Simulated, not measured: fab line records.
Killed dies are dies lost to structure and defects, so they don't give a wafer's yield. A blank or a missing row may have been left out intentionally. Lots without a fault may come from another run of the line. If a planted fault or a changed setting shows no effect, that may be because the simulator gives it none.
fab line records	flow n5_finfet
[record] lots = 7	wafers = 21	last_day = 16
route steps=1938 shown BEOL_M0_CUTY@706 BEOL_M0@715 PASSIVATION@1936
lots that met no fault: taken from a fault-free run of the same line
start_h: hours from the record's first day to the start of the lot's first wafer shown	wait_h: hours from the lot's prior step to this one	" identical to the entry in the row above	L1.1+2: one row covering several wafers at once	- no value, or no start given	* or withheld: withheld	< > ~ a bound
route shown NAME@n: names a module that has steps shown in the file, with the first one's number in the route	usual: mean and standard deviation over wafers with no fault	same: alike in all rows	chamber/n: place in a boat	sites: readings site by site	_std_site: how widely they spread, as a standard deviation	_edge_site: outer sites' mean less inner sites'	radius_mm: for every site, how far away it sits from the centre of the wafer	mask NAME#n: copy n	behind: the tool/chamber that last shaped the wafer	hold: what put the lot on hold/how long, in hours/how the hold closed	device: names the non-switching transistor (n, p or np)	end of line: tests run on the same wafers once the route is complete	a step with no rows: only its recipe	killed: the dies lost at the first sort to structure and to defects; this is not the yield of the wafer	map: per-die view of a wafer (x killed, . not killed, _ where there is no die)
set.NAME: the setting that was run; set.NAME@STEP: the one run at that earlier step	model.NAME: the simulator's own value behind a step, which no gauge read
a table for each step, a row for each wafer; lots at some steps of the route
services: the hour from which a tool's chamber was out of use, counted from the record's first day as start_h (under 0 if before that day), plus the number of hours and why
[[steps]]
[step N5_BEOL_M0_CUTY_PEB_55]
[recipe] peb_temp_c = 110	peb_time_s = 60	resist = CAR-ArF-block
[step N5_BEOL_M0_CUTY_DEVELOP_56]
[recipe] develop_time_s = 30	developer = TMAH	resist = CAR-ArF-block	rinse_liquid = diw	dry = air_spin	dev_temp_c = 23
[step N5_BEOL_M0_CUTY_CD_MEAS_57]
[recipe] target_cd_nm = 200	landing_energy_ev = 500	detector = se_inlens	polarity = line
[usual] cd_nm = 200.0/0.78
lot.wafer	tool	chamber	start_h	wait_h	cd_nm
L673.2	cd_sem-03	0	124.69	-	201.2
L673.4	"	0	"	"	200.5
L673.5	"	0	"	"	200.0
L681.1	cd_sem-03	0	168.26	-	199.4
L681.5	"	0	"	"	199.6
L681.6	"	0	"	"	199.7
L682.4	cd_sem-03	0	173.10	-	200.1
L682.5	"	0	"	"	200.0
L682.6	"	0	"	"	200.5
L683.4	cd_sem-01	0	183.40	-	199.5
L683.5	"	0	"	"	199.0
L683.6	"	0	"	"	198.5
L687.1	cd_sem-01	0	204.23	-	198.3
L687.3	"	0	"	"	200.4
L687.4	"	0	"	"	199.0
L688.2	cd_sem-02	0	209.70	-	199.9
L688.5	"	0	"	"	199.4
L688.6	"	0	"	"	199.9
L691.1	cd_sem-01	0	229.29	-	198.9
L691.3	"	0	"	"	200.2
L691.4	"	0	"	"	199.4
[step N5_BEOL_M0_CUTY_OVL_MEAS_58]
[recipe] points_per_wafer = 44
[usual] M0_ABLK_OVL = 0.1/0.7
[same] points_per_wafer = 44
lot.wafer	tool	chamber	start_h	wait_h	M0_ABLK_OVL[nm]
L673.2	overlay-01	0	124.72	0.0	-0.7
L673.4	"	0	"	"	-0.3
L673.5	"	0	"	"	-0.6
L681.1	overlay-02	0	168.30	0.0	0.6
L681.5	"	0	"	"	0.3
L681.6	"	0	"	"	0.8
L682.4	overlay-01	0	173.13	0.0	-1.0
L682.5	"	0	"	"	-0.2
L682.6	"	0	"	"	-0.3
L683.4	overlay-02	0	183.43	0.0	-0.7
L683.5	"	0	"	"	-1.1
L683.6	"	0	"	"	-1.3
L687.1	overlay-02	0	204.26	0.0	1.8
L687.3	"	0	"	"	0.6
L687.4	"	0	"	"	0.9
L688.2	overlay-02	0	209.74	0.0	-0.2
L688.5	"	0	"	"	-0.9
L688.6	"	0	"	"	0.2
L691.1	overlay-01	0	229.32	0.0	0.9
L691.3	"	0	"	"	1.4
L691.4	"	0	"	"	0.8
[step N5_BEOL_M0_CUTY_INSPECT_59]
[recipe] mode = adi	inspect_instrument = macro
[usual] raw_defect_count = 1.9/1.3
lot.wafer	tool	chamber	start_h	wait_h	raw_defect_count
L673.2	defect_inspect-01	-	124.75	0.0	2
L673.4	"	-	"	"	0
L673.5	"	-	"	"	1
L681.1	defect_inspect-02	-	168.32	0.0	1
L681.5	"	-	"	"	3
L681.6	"	-	"	"	0
L682.4	defect_inspect-01	-	173.15	0.0	4
L682.5	"	-	"	"	3
L682.6	"	-	"	"	4
L683.4	defect_inspect-02	-	183.46	0.0	0
L683.5	"	-	"	"	1
L683.6	"	-	"	"	4
L687.1	defect_inspect-01	-	204.29	0.0	0
L687.3	"	-	"	"	1
L687.4	"	-	"	"	2
L688.2	defect_inspect-01	-	209.76	0.0	2
L688.5	"	-	"	"	0
L688.6	"	-	"	"	3
L691.1	defect_inspect-01	-	229.35	0.0	1
L691.3	"	-	"	"	0
L691.4	"	-	"	"	1
[step N5_BEOL_M0_CUTY_DESCUM_61]
[recipe] chemistry = O2	time_s = 7.9	source_power_w = 50	bias_power_w = 20	pressure_mtorr = 20	rf_frequency_hz = 2.712e+07	temp_c = 40	resist = CAR-ArF-block	o2_flow_sccm = 225
[usual] drypump_motor_current_A = 5.6/0.45	oes_product_au = 0.78/0.091	rf_vpp_V = 243.0/1.4	showerhead_plenum_p_Torr = 2.09/0.08	throttle_valve_pct = 20.38/0.21
lot.wafer	tool	chamber	start_h	wait_h	drypump_motor_current_A	oes_product_au	rf_hours_counter_h	rf_vpp_V	showerhead_plenum_p_Torr	throttle_valve_pct
L673.2	rie_diel-05	3	124.78	0.0	5.2	0.68	249	242.6	2.05	20.74
L673.4	"	2	"	"	5.7	0.76	170	245.7	2.18	20.07
L673.5	"	2	"	"	5.7	0.76	-	244.6	2.18	20.07
L681.1	rie_diel-06	3	168.46	0.1	6.4	0.71	194	240.7	1.99	20.32
L681.5	"	3	"	"	6.4	0.72	-	240.7	1.99	20.32
L681.6	"	1	"	"	5.4	0.77	-	243.6	2.09	20.12
L682.4	rie_diel-06	0	173.20	0.0	5.0	0.70	-	244.6	2.18	20.79
L682.5	"	1	"	"	5.4	0.77	-	241.9	2.09	20.12
L682.6	"	3	"	"	6.4	0.72	-	241.5	1.99	20.34
L683.4	rie_diel-06	1	184.04	0.6	5.4	0.76	141	243.0	2.08	20.13
L683.5	"	1	"	"	5.4	0.76	-	243.7	2.08	20.13
L683.6	"	0	"	"	5.0	0.70	-	244.4	2.17	20.78
L687.1	rie_diel-06	2	204.32	0.0	5.6	0.94	7	242.2	2.24	20.19
L687.3	"	3	"	"	6.4	0.70	209	241.4	1.99	20.35
L687.4	"	1	"	"	5.4	0.76	147	244.0	2.08	20.13
L688.2	rie_diel-05	2	209.82	0.1	5.6	0.74	196	243.9	2.17	20.12
L688.5	"	1	"	"	5.2	0.71	-	243.3	2.07	20.47
L688.6	"	2	"	"	5.7	0.74	-	243.8	2.17	20.11
L691.1	rie_diel-05	2	229.49	0.1	5.6	0.75	202	242.9	2.17	20.12
L691.3	"	3	"	"	5.2	0.89	32	240.8	2.04	20.51
L691.4	"	0	"	"	5.7	0.71	208	242.4	2.06	20.50
[step N5_BEOL_M0_CUTY_ETCH_62]
[recipe] chemistry = CF4	target = SiARC	mask_material = CAR-ArF-block	time_s = 58.5	ion_energy_ev = 80	pressure_mtorr = 40	source_w = 545	bias_w = 36	Ar_flow_sccm = 100	cf4_flow_sccm = 100	ends = cleared
[usual] drypump_motor_current_A = 5.6/0.46	etch_rf_on_time_s = 58.3/1.3	oes_product_au = 0.67/0.075	rf_vpp_V = 184.0/1.2	showerhead_plenum_p_Torr = 2.13/0.073	throttle_valve_pct = 15.55/0.18
lot.wafer	tool	chamber	start_h	wait_h	drypump_motor_current_A	etch_rf_on_time_s	oes_product_au	rf_hours_counter_h	rf_vpp_V	showerhead_plenum_p_Torr	throttle_valve_pct
L673.2	rie_diel-05	3	124.82	0.0	5.2	57.3	0.59	249	182.5	2.11	16.01
L673.4	"	2	"	"	5.6	57.7	0.65	170	185.1	2.22	15.31
L673.5	"	2	"	"	5.7	57.4	0.65	-	186.1	2.22	15.32
L681.1	rie_diel-06	3	168.50	0.0	6.4	58.6	0.61	194	182.6	2.04	15.60
L681.5	"	3	"	"	6.4	58.4	0.61	-	183.0	2.04	15.60
L681.6	"	1	"	"	5.4	57.0	0.67	-	186.4	2.14	15.35
L682.4	rie_diel-06	0	173.24	0.0	5.0	61.0	0.59	-	184.2	2.20	15.85
L682.5	"	1	"	"	5.4	57.7	0.66	-	184.0	2.14	15.34
L682.6	"	3	"	"	6.5	59.0	0.61	-	181.4	2.04	15.61
L683.4	rie_diel-06	1	184.07	0.0	5.4	57.4	0.66	141	185.0	2.14	15.36
L683.5	"	1	"	"	5.4	57.2	0.66	-	184.0	2.14	15.35
L683.6	"	0	"	"	5.0	60.7	0.58	-	184.0	2.20	15.85
L687.1	rie_diel-06	2	204.36	0.0	5.6	59.5	0.81	7	186.0	2.27	15.29
L687.3	"	3	"	"	6.5	58.5	0.61	209	182.5	2.04	15.63
L687.4	"	1	"	"	5.4	56.5	0.66	147	183.5	2.13	15.37
L688.2	rie_diel-05	2	209.85	0.0	5.7	57.8	0.63	196	185.4	2.22	15.38
L688.5	"	1	"	"	5.2	58.8	0.61	-	183.3	2.12	15.65
L688.6	"	2	"	"	5.7	58.0	0.63	-	185.3	2.22	15.38
L691.1	rie_diel-05	2	229.52	0.0	5.6	57.3	0.63	202	183.6	2.21	15.38
L691.3	"	3	"	"	5.2	55.9	0.76	32	183.9	2.09	15.60
L691.4	"	0	"	"	5.7	56.9	0.62	208	183.8	2.12	15.75
[step N5_BEOL_M0_CUTY_ETCH_63]
[recipe] chemistry = N2/H2	target = SOC	target_depth_a = 827	overetch_a = 165	mask_material = SiARC	temp_c = 40	ion_energy_ev = 200	time_s = 124	pressure_mtorr = 30	source_w = 840	bias_w = 150	n2_flow_sccm = 200	h2_flow_sccm = 200
[usual] drypump_motor_current_A = 5.6/0.45	oes_product_au = 0.64/0.07	rf_vpp_V = 523.5/2.7	showerhead_plenum_p_Torr = 2.53/0.092	throttle_valve_pct = 17.72/0.22
lot.wafer	tool	chamber	start_h	wait_h	drypump_motor_current_A	oes_product_au	rf_hours_counter_h	rf_vpp_V	showerhead_plenum_p_Torr	throttle_valve_pct
L673.2	rie_diel-05	3	124.86	0.0	5.2	0.55	249	522.7	2.50	18.20
L673.4	"	2	"	"	5.7	0.62	170	526.2	2.63	17.47
L673.5	"	2	"	"	5.6	0.61	-	528.1	2.63	17.45
L681.1	rie_diel-06	3	168.54	0.0	6.4	0.59	194	521.1	2.41	17.71
L681.5	"	3	"	"	6.5	0.59	-	518.9	2.41	17.73
L681.6	"	1	"	"	5.4	0.64	-	524.3	2.54	17.39
L682.4	rie_diel-06	0	173.32	0.1	5.1	0.57	-	527.4	2.61	18.02
L682.5	"	1	"	"	5.4	0.63	-	525.9	2.54	17.41
L682.6	"	3	"	"	6.5	0.59	-	521.3	2.41	17.72
L683.4	rie_diel-06	1	184.12	0.0	5.4	0.63	141	523.2	2.54	17.41
L683.5	"	1	"	"	5.4	0.62	-	522.7	2.54	17.42
L683.6	"	0	"	"	5.0	0.58	-	524.9	2.61	18.04
L687.1	rie_diel-06	2	204.40	0.0	5.6	0.77	7	528.9	2.72	17.50
L687.3	"	3	"	"	6.5	0.58	209	521.4	2.41	17.77
L687.4	"	1	"	"	5.4	0.63	147	522.5	2.53	17.43
L688.2	rie_diel-05	2	209.90	0.0	5.6	0.60	196	525.9	2.62	17.52
L688.5	"	1	"	"	5.2	0.59	-	524.0	2.52	17.93
L688.6	"	2	"	"	5.6	0.61	-	526.1	2.62	17.48
L691.1	rie_diel-05	2	229.57	0.0	5.7	0.59	202	526.7	2.62	17.51
L691.3	"	3	"	"	5.2	0.72	32	520.2	2.48	17.87
L691.4	"	0	"	"	5.7	0.58	208	523.4	2.51	17.85
[step N5_BEOL_M0_CUTY_STRIP_64]
[recipe] chemistry = N2/H2	temp_c = 40	n2_flow_sccm = 200	h2_flow_sccm = 200	rf_frequency_hz = 6e+07
[step N5_BEOL_M0_ETCH_138]
[recipe] chemistry = CH3F/O2	target_depth_a = 120	target = SiCN	time_s = 31.6	ion_energy_ev = 120	pressure_mtorr = 30	source_w = 395	bias_w = 75	Ar_flow_sccm = 150	CH3F_flow_sccm = 30	O2_flow_sccm = 20	ends = cleared
[step N5_BEOL_M0_HM_OPEN_105]
[recipe] chemistry = Cl2/BCl3	target_depth_a = 120	target = TiN	ion_energy_ev = 150	pressure_mtorr = 10	icp_w = 1000	bias_w = 126	Cl2_flow_sccm = 53.25	bcl3_flow_sccm = 21.75	Ar_flow_sccm = 25
[usual] drypump_motor_current_A = 5.6/0.4	oes_ar_750_au = 0.83/0.12	oes_product_au = 0.84/0.12	throttle_valve_pct = 21.88/0.16
lot.wafer	tool	chamber	start_h	wait_h	drypump_motor_current_A	oes_ar_750_au	oes_product_au	rf_hours_counter_h	throttle_valve_pct
L673.2	rie_metal-03	0	125.09	0.1	5.6	0.81	0.85	27	21.78
L673.4	"	1	"	"	5.7	0.94	0.95	-	21.73
L673.5	"	0	"	"	5.6	0.81	0.84	-	21.79
L681.1	rie_metal-01	0	169.29	0.6	5.1	0.90	0.87	14	21.72
L681.5	"	0	"	"	5.1	0.89	0.88	-	21.73
L681.6	"	1	"	"	5.5	0.93	0.92	-	21.77
L682.4	rie_metal-02	0	173.87	0.4	6.3	0.66	0.65	-	21.95
L682.5	"	1	"	"	5.3	0.97	0.98	-	22.15
L682.6	"	0	"	"	6.3	0.66	0.66	-	21.96
L683.4	rie_metal-02	1	185.06	0.8	5.3	0.96	0.97	-	22.18
L683.5	"	0	"	"	6.3	0.66	0.64	-	21.98
L683.6	"	1	"	"	5.3	0.96	0.97	-	22.17
L687.1	rie_metal-03	1	204.69	0.1	5.7	0.89	0.90	10	21.74
L687.3	"	1	"	"	5.7	0.89	0.90	-	21.77
L687.4	"	0	"	"	5.7	0.78	0.81	-	21.79
L688.2	rie_metal-02	0	210.27	0.2	6.3	0.66	0.65	-	21.98
L688.5	"	0	"	"	6.3	0.66	0.64	-	21.97
L688.6	"	0	"	"	6.2	0.66	0.65	-	21.98
L691.1	rie_metal-03	0	231.41	1.7	5.7	0.78	0.82	36	21.81
L691.3	"	1	"	"	5.8	0.87	0.89	-	21.74
L691.4	"	0	"	"	5.6	0.79	0.82	-	21.79
[step N5_BEOL_M0_STRIP_140]
[recipe] chemistry = CF4	resist = SiARC	power_w = 300	bias_power_w = 75	pressure_mtorr = 50	cf4_flow_sccm = 150	rf_frequency_hz = 6e+07
[usual] bias_power_w = 74.99/0.23	cf4_flow_sccm = 150.0/0.45	drypump_motor_current_A = 5.6/0.42	oes_product_au = 0.78/0.086	power_w = 300.0/0.91	rf_vpp_V = 270.8/1.5	showerhead_plenum_p_Torr = 1.78/0.055	throttle_valve_pct = 13.54/0.16
lot.wafer	tool	chamber	start_h	wait_h	bias_power_w	cf4_flow_sccm	drypump_motor_current_A	oes_product_au	power_w	rf_hours_counter_h	rf_vpp_V	showerhead_plenum_p_Torr	throttle_valve_pct
L673.2	rie_diel-03	2	125.28	0.1	75.07	150.1	6.2	0.74	302.5	147	269.9	1.71	13.54
L673.4	"	3	"	"	74.98	150.7	5.6	0.92	300.5	-	269.4	1.76	13.37
L673.5	"	2	"	"	74.87	150.1	6.2	0.74	300.3	-	270.0	1.71	13.52
L681.1	rie_diel-06	3	169.48	0.1	74.79	149.8	6.4	0.70	298.8	195	270.0	1.70	13.55
L681.5	"	3	"	"	74.67	149.7	6.4	0.71	299.1	-	268.4	1.70	13.60
L681.6	"	0	"	"	74.95	149.3	5.0	0.70	301.0	-	273.8	1.84	13.81
L682.4	rie_diel-05	3	174.06	0.1	74.71	150.4	5.2	0.90	299.4	-	269.8	1.76	13.47
L682.5	"	3	"	"	74.61	149.0	5.2	0.91	298.5	-	271.8	1.76	13.46
L682.6	"	1	"	"	75.37	150.7	5.2	0.72	300.6	-	272.0	1.77	13.60
L683.4	rie_diel-06	3	185.18	0.1	75.02	150.5	6.4	0.70	300.4	202	270.2	1.70	13.60
L683.5	"	0	"	"	74.83	150.6	5.0	0.69	298.8	-	272.0	1.84	13.83
L683.6	"	1	"	"	75.15	150.3	5.4	0.75	300.3	-	270.0	1.79	13.37
L687.1	rie_diel-06	3	204.86	0.1	75.05	149.6	6.4	0.70	298.1	209	269.0	1.70	13.62
L687.3	"	1	"	"	74.97	149.8	5.4	0.75	300.2	147	271.6	1.79	13.38
L687.4	"	0	"	"	74.71	149.6	5.0	0.69	299.8	246	272.6	1.83	13.87
L688.2	rie_diel-05	1	210.54	0.2	75.12	150.2	5.2	0.71	299.6	198	271.7	1.77	13.65
L688.5	"	1	"	"	75.63	150.1	5.2	0.71	300.9	-	269.4	1.77	13.64
L688.6	"	2	"	"	74.81	149.6	5.7	0.72	299.1	-	273.5	1.85	13.35
L691.1	rie_diel-03	2	231.68	0.2	75.05	150.1	6.2	0.71	299.4	191	270.3	1.70	13.64
L691.3	"	0	"	"	74.88	149.5	6.1	0.78	301.4	120	269.9	1.73	13.60
L691.4	"	3	"	"	75.17	149.5	5.6	0.84	301.6	62	272.4	1.75	13.47
[step N5_BEOL_M0_STRIP_104]
[recipe] chemistry = N2/H2	power_w = 450	temp_c = 40	pressure_mtorr = 20	rf_frequency_hz = 6e+07	overash_fraction = 0.3	bias_power_w = 7	h2_frac = 0.5	n2_flow_sccm = 200	h2_flow_sccm = 200
[usual] bias_power_w = 6.998/0.019	chamber_pressure_mTorr = 20.00/0.036	drypump_motor_current_A = 5.6/0.42	oes_product_au = 0.79/0.095	power_w = 449.8/1.3	rf_vpp_V = 59.2/1.6	showerhead_plenum_p_Torr = 2.53/0.08	throttle_valve_pct = 23.53/0.27
lot.wafer	tool	chamber	start_h	wait_h	bias_power_w	chamber_pressure_mTorr	drypump_motor_current_A	oes_product_au	power_w	rf_hours_counter_h	rf_vpp_V	showerhead_plenum_p_Torr	throttle_valve_pct	model.SOC_of_BEOL_M0_SAQP_COAT_69.thk_nm
L673.2	rie_diel-03	2	125.30	0.0	6.975	20.01	6.3	0.74	446.7	147	61.0	2.45	23.85	0
L673.4	"	3	"	"	6.967	19.91	5.6	0.95	450.3	-	61.4	2.49	23.53	0
L673.5	"	2	"	"	6.982	20.01	6.2	0.73	449.1	-	59.1	2.45	23.81	0
L681.1	rie_diel-06	3	169.50	0.0	-	-	-	-	-	-	-	-	-	70.8
L681.5	"	3	"	"	-	-	-	-	-	-	-	-	-	70.4
L681.6	"	0	"	"	-	-	-	-	-	-	-	-	-	71
L682.4	rie_diel-05	3	174.10	0.0	-	-	-	-	-	-	-	-	-	70.2
L682.5	"	3	"	"	-	-	-	-	-	-	-	-	-	70
L682.6	"	1	"	"	-	-	-	-	-	-	-	-	-	70.6
L683.4	rie_diel-06	3	185.20	0.0	-	-	-	-	-	-	-	-	-	70.4
L683.5	"	0	"	"	-	-	-	-	-	-	-	-	-	70.4
L683.6	"	1	"	"	-	-	-	-	-	-	-	-	-	71.2
L687.1	rie_diel-06	3	204.88	0.0	6.996	20.00	6.4	0.69	450.2	209	60.1	2.40	23.36	0
L687.3	"	1	"	"	6.984	20.03	5.4	0.75	447.7	147	59.8	2.53	23.07	0
L687.4	"	0	"	"	7.018	20.00	5.0	0.70	448.8	246	58.2	2.60	23.86	0
L688.2	rie_diel-05	1	210.56	0.0	7.031	19.98	5.2	0.71	448.7	198	59.1	2.52	23.74	0
L688.5	"	1	"	"	6.991	19.97	5.2	0.71	448.8	-	59.2	2.52	23.72	0
L688.6	"	2	"	"	7.000	20.01	5.6	0.75	452.5	-	59.2	2.62	23.21	0
L691.1	rie_diel-03	2	231.70	0.0	6.995	20.05	6.2	0.71	449.4	191	58.9	2.43	23.84	0
L691.3	"	0	"	"	6.966	19.99	6.1	0.79	449.6	120	59.0	2.44	23.43	0
L691.4	"	3	"	"	7.027	20.04	5.6	0.86	452.5	62	61.6	2.47	23.57	0
[step N5_BEOL_M0_WET_ETCH_106]
[recipe] chemistry = DHF	dilution = 10:1	temp_c = 25	target = SiO2	target_depth_a = 1300	dry = ipa_marangoni	rinse_time_s = 30	rinse_temp_c = 23
[step N5_PASSIVATION_PROBE_49]
[usual] defect_limited_yield = 91.3/1.5	killed_at_M0_to_M3 = 34/11	killed_at_M4_up = 14/6.1	killed_at_contacts = 12/5.9	killed_at_front_end = 39/11	killed_at_other = 4/3.3	killed_dies = 102/18	killed_open = 67/13	killed_short = 33/7.9	sort_bin_5_function = 5.1/1	sort_bin_6_memory = 3.3/0.7	sort_n_pass = 1077/19	sort_yield_pct = 91.3/1.6
[same] gross_dies = 1180	killed_at_back_side = 0	sort_bin_4_leakage[%] = 0	sort_bin_8_speed[%] = 0
lot.wafer	tool	chamber	start_h	wait_h	defect_limited_yield[%]	killed_at_M0_to_M3	killed_at_M4_up	killed_at_contacts	killed_at_front_end	killed_at_other	killed_dies	killed_open	killed_short	sort_bin_5_function[%]	sort_bin_6_memory[%]	sort_n_pass	sort_yield_pct[%]
L687.1	prober-01	-	360.51	0.0	95.2	19	4	9	24	1	57	42	15	2.6	2.1	1123	95.2
L687.3	prober-01	-	360.61	0.1	91.9	18	6	20	48	3	95	59	36	4.7	3.0	1085	91.9
L687.4	prober-01	-	360.66	0.2	93.0	20	7	15	39	2	83	59	20	4.1	2.8	1097	93.0
L691.1	prober-01	-	382.61	0.0	89.5	55	17	7	40	5	124	93	29	7.5	2.8	1056	89.5
L691.3	prober-01	-	382.71	0.1	89.2	50	14	17	44	2	127	80	45	7.3	3.4	1053	89.2
L691.4	prober-01	-	382.76	0.2	93.4	19	16	9	31	3	78	54	21	4.0	2.4	1102	93.4
// killed by level:class
L687.1 BEOL_M2:geometric_particle:open=9 MOL_CONTACT_COAG:geometric_particle:open=8 FIN_SAQP:geometric_particle:short=7 DUMMY_GATE:geometric_particle:open=6 BEOL_M1:geometric_particle:open=5 DUMMY_GATE:geometric_particle:short=3 STARTING-WAFER:geometric_particle:open=3 STI_FIN_REVEAL:geometric_particle:open=2
L687.3 MOL_CONTACT_COAG:geometric_particle:open=16 FIN_SAQP:geometric_particle:short=8 STI_FIN_REVEAL:geometric_particle:open=8 DUMMY_GATE:geometric_particle:open=7 STARTING-WAFER:geometric_particle:short=7 BEOL_M0_SAQP:geometric_particle:open=5 MOL_CONTACT_COAG:geometric_particle:short=4 GATE_CUT:geometric_particle:short=4
L687.4 DUMMY_GATE:geometric_particle:open=11 MOL_CONTACT_COAG:geometric_particle:open=10 STI_FIN_REVEAL:geometric_particle:open=8 FIN_SAQP:geometric_particle:open=5 BEOL_M2:geometric_particle:open=4 DUMMY_GATE:geometric_particle:short=3 GATE_CUT:geometric_particle:open=3 MOL_CONTACT_COAG:geometric_particle:short=3
L691.1 BEOL_M3:geometric_particle:open=29 BEOL_M2:geometric_particle:open=11 FIN_SAQP:geometric_particle:short=7 STI_FIN_REVEAL:geometric_particle:open=7 DUMMY_GATE:geometric_particle:open=6 MOL_CONTACT_COAG:geometric_particle:open=6 STARTING-WAFER:geometric_particle:open=5 BEOL_M1:geometric_particle:open=5
L691.3 MOL_CONTACT_COAG:geometric_particle:open=15 FIN_SAQP:geometric_particle:short=12 BEOL_M1:geometric_particle:open=11 BEOL_M0_SAQP:geometric_particle:open=9 BEOL_M4:geometric_particle:open=9 DUMMY_GATE:geometric_particle:open=8 BEOL_M2:geometric_particle:open=8 BEOL_M0_SAQP:geometric_particle:short=7
L691.4 MOL_CONTACT_COAG:geometric_particle:open=8 FIN_SAQP:geometric_particle:open=7 BEOL_M2:geometric_particle:open=7 FIN_SAQP:geometric_particle:short=6 STI_FIN_REVEAL:geometric_particle:open=6 DUMMY_GATE:geometric_particle:open=5 BEOL_M2:geometric_particle:short=3 BEOL_M4:geometric_particle:open=3
[[services]]
tool	chamber	start_h	hours	kind
rie_metal-02	-	111.94	2.8	pm
rie_diel-03	1	121.14	-	clean
rie_diel-03	1	121.14	-	consumable_replace:focus_ring
rie_diel-05	3	128.67	-	clean
rie_diel-05	3	128.67	-	consumable_replace:focus_ring
rie_diel-05	3	128.67	11.6	scheduled_down
rie_diel-05	3	128.67	11.6	vent_cycle
rie_metal-02	1	136.39	1.8	repair
rie_metal-03	1	145.12	1.7	repair
rie_metal-01	-	148.56	1.0	repair
rie_diel-06	2	158.01	-	clean
rie_diel-06	2	158.01	-	consumable_replace:focus_ring
rie_diel-06	2	158.01	-	consumable_replace:showerhead
rie_diel-06	2	158.01	24.5	scheduled_down
rie_diel-06	2	158.01	24.5	vent_cycle
rie_diel-05	2	169.34	16.3	repair
rie_diel-05	0	170.33	5.8	repair
rie_metal-02	1	206.40	14.0	repair
rie_diel-06	0	219.61	-	clean
rie_diel-06	0	219.61	-	consumable_replace:focus_ring
rie_diel-06	0	219.61	23.5	scheduled_down
rie_diel-06	0	219.61	23.5	vent_cycle
rie_metal-02	0	219.95	4.2	repair
rie_diel-03	0	223.19	7.0	repair
[[key]]
[first_sign] step = N5_BEOL_M0_STRIP_104	reading = tool_record	direction = missing
effect none on later readings
[model_effect] step = N5_BEOL_M0_STRIP_104	value = SOC_of_BEOL_M0_SAQP_COAT_69.thk_nm	without = 0	struck = 70.56
met_at N5_BEOL_M0_STRIP_104
struck_wafers L681.1,L681.5,L681.6,L682.4,L682.5,L682.6,L683.4,L683.5,L683.6
rows_end L683.4,L683.5,L683.6
[fault] kind = skipped_step_whole	tool = rie_diel-05,rie_diel-06	chamber = -	onset_h = 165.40	steps = N5_BEOL_M0_STRIP_104	scope = struck_lots_only
// rows_end: these wafers met a further fault down the route, and their rows from its step on are left out
